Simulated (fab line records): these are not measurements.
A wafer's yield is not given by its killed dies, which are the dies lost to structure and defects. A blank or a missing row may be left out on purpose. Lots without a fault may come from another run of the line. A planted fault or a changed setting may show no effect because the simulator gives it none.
A lot that was struck, set against a sound lot -- flow nand_harc -- 14 out of 1159 route steps
Sound: the wafers L922.3, L922.5, L922.6. Wafers L928.2, L928.4, L928.6 were the ones struck. At the end, the cause is stated.
Order at every step that has rows: each side's tool, ch and its chambers, its first start. Under that, the readings that differ: sound wafers -- struck wafers -- difference of the means -- sigmas: that difference in standard deviations of wafers without a fault.
alike: a reading whose means differ by less than 2 such deviations, as well as words and numbers matching on both sides. not compared: withheld readings; readings where some wafer has no value; bounds like >300 that might hide an equal value; numbers whose values overlap and for which the record gives no deviation.
A row with sigmas, a row that says differs or no value, or rows on one side alone: a step with any of these is where the two part. Non-overlapping numbers with no deviation appear without sigmas and do not part them. A reading missing from all wafers of one side parts the sides only when that side holds two or more wafers.

NHARC_P_M2_CD_MEAS_09 targets a cd of 170 nm.
  sound on cd_sem-01 ch 0, day 9 07:47; struck on cd_sem-01 ch 0, day 10 17:44
  alike: cd_nm
NHARC_P_M2_OVL_MEAS_10: pitch 340 nm.
  sound on overlay-02 at day 9 07:52; struck on overlay-02 at day 10 17:49
  alike: overlay_x_nm, overlay_y_nm
NHARC_P_M2_INSPECT_11:
  sound on defect_inspect-02 at day 9 07:55; struck on defect_inspect-01 at day 10 17:51
  alike: raw_defect_count
then, 1 step without rows for these wafers: NHARC_P_M2_DESCUM_14 (chemistry O2, time 3 s).
NHARC_P_M2_ETCH_35: etches the open film in N2/H2, target depth 40 nm, overetch 12 nm, time 43.94 s.
  sound on rie_diel-02 ch 0,2, day 9 08:05; struck on rie_diel-11 ch 0,1,3, day 10 18:01
  alike: drypump_motor_current_A, oes_product_au, rf_vpp_V, showerhead_plenum_p_Torr, throttle_valve_pct
  not compared: rf_hours_counter_h
NHARC_P_M2_ETCH_15: etches the open film in C4F8/Ar, target depth 182.5 nm, time 91.2 s.
  sound on rie_diel-02 ch 2,3; struck on rie_diel-11 ch 0,1,3
reading,sound,struck,difference,sigmas
oes_product_au (a.u.),0.967 0.958 0.962,0.918 0.895 0.924,-0.050,-2
  alike: rf_vpp_V
  not compared: rf_hours_counter_h
NHARC_P_M2_CD_MEAS_16:
  sound on cd_sem-01 at day 9 08:19; struck on cd_sem-01 at day 10 18:13
  alike: cd_nm
then, 1 step without rows for these wafers: NHARC_P_M2_STRIP_18 (strips in N2/H2).
NHARC_P_M2_ETCH_28: etches the open film in CF4/N2, target depth 30 nm, time 72.99 s.
  sound on rie_diel-08 ch 0,3; struck on rie_diel-11 ch 1,2,3
  alike: drypump_motor_current_A, oes_product_au, rf_vpp_V, showerhead_plenum_p_Torr, throttle_valve_pct
  not compared: rf_hours_counter_h
then, 1 step without rows for these wafers: NHARC_P_M2_STRIP_19 (strips in post etch residue remover, time 600 s).
NHARC_P_M2_DEGAS_29: time 60 s.
  sound on pvd_sputter-03 at day 9 09:08; struck on pvd_sputter-01 at day 10 18:56
  alike: heater_power_w
then, 1 step without rows for these wafers: NHARC_P_M2_PRE_CLEAN_30 (time 30 s).
NHARC_P_M2_PVD_20: deposits TaN, target thk 5 nm, time 8.06 s.
  sound on pvd_sputter-03 at day 9 09:14; struck on pvd_sputter-01 at day 10 19:03
  no value came back on the struck wafers for bias_v (V), cathode_dc_power_W (W), throttle_valve_pct (%); on the sound wafers bias_v (V) reads 168.8 169.4 169.0
NHARC_P_M2_PVD_21: deposits Cu, target thk 30 nm, time 20.49 s.
  sound on pvd_sputter-03; struck on pvd_sputter-01
  alike: cathode_dc_power_W, chamber_pressure_pa, throttle_valve_pct

== WHERE THEY PART ==
At NHARC_P_M2_ETCH_15 first; at NHARC_P_M2_PVD_20 last (within this record only). Later steps at which nothing parts them and some readings are alike: NHARC_P_M2_PVD_21.

WHY: whatever the simulator had introduced
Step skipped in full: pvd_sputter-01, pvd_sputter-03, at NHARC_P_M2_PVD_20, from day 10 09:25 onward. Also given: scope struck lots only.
